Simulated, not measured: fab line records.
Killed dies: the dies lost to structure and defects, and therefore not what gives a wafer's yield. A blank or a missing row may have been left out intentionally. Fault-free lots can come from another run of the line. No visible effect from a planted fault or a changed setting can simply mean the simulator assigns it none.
Problem report, 8D (eight disciplines) form, completed by code -- flow nand-harc -- the parts of the form that need people (team, actions taken, sign-off) are left out

## 1. THE PROBLEM
Mean of killed-at-periphery at NHARC_END_SORT_01: 634.1 across 9 wafers in 3 lots; on wafers with no fault it is 3.0 (standard deviation 2.3). So: +99 or more standard deviations from the usual mean.
The first sign was on wafer L807.1 at day 21 02:19, on prober-01. Wafers with a number at this step in the record: 9, from 3 lots. The rule behind "out" and "out of limits": a value lying over 4 standard deviations away from the usual mean. The rest of the wafers with a number are treated as sound.

## 2. WHAT IT IS AND WHAT IT IS NOT
question,is,is not
which readings at this step,"killed-at-periphery, defect-limited-yield, killed-dies, sort_bin_2_pct, sort-n-pass, sort-rim-yield-pct, sort-yield-pct","killed-open, killed-short"
which lots,"L807, L809, L810",-
which wafers of those lots,all that have a number,-
read on which gauges,"prober-01, prober-02",-
when,from day 21 02:19,up to then (0 sound wafers)

## 3. SUSPECTS, AND WHAT RULES EACH OUT
Counting: a tool stays on the suspect list if, at a process step up to the reading, it processed all lots that are out and no sound lot following the first of them.
- the gauge at NHARC_END_SORT_01: ruled out. 2 gauges (prober-01, prober-02) read the wafers that are out.
- pecvd-02 at NHARC_P_M1_DEP_00 (deposits SiOC, target thk 182.5 nm): kept. It ran every lot that is out, first L807 (day 8 00:35), and no sound lot after that.
Remaining after the count: pecvd-02 at NHARC_P_M1_DEP_00.

## 4. THE CAUSE (what the simulator had put in)
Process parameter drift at NHARC_P_M1_DEP_00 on pecvd-02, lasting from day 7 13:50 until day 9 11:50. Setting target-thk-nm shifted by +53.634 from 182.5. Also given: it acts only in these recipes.
Counting left only this tool.

## 5. SEQUENCE OF EFFECTS, ordered by route
One row per reading whose mean, taken over the struck wafers that have a number, lies over 3 standard deviations from the usual. Scope: only readings with a usual standard deviation given in the record; hours: median across lots of the time from each lot's start at the first step in this table that gives one to its start at this step; sigmas: change in usual standard deviations.
hours,step,reading,usual,on struck wafers,change,sigmas
0,NHARC_END_SORT_01,defect-limited-yield,94.9 %,0.0,-94.9,-56
0,NHARC_END_SORT_01,killed-at-periphery,3.0,634.1,+631.1,+99 or more
0,NHARC_END_SORT_01,killed-dies,35,677,+642,+54
0,NHARC_END_SORT_01,sort_bin_2_pct,1.6 %,95.2,+93.6,+99 or more
0,NHARC_END_SORT_01,sort-n-pass,642,0,-642,-54
0,NHARC_END_SORT_01,sort-rim-yield-pct,97.7 %,0.0,-97.7,-65
0,NHARC_END_SORT_01,sort-yield-pct,94.9 %,0.0,-94.9,-56

## 6. HOW IT WOULD HAVE BEEN CAUGHT EARLIER
Counted from the fault's start at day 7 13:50, it took 324 hours until the first out-of-limits reading at a measuring or inspecting step in this record, taken at day 21 02:19.
By day 21 02:19, every lot that is out (3) had started NHARC_P_M1_DEP_00 on pecvd-02. A hold on the tool at that time would have spared none of them.
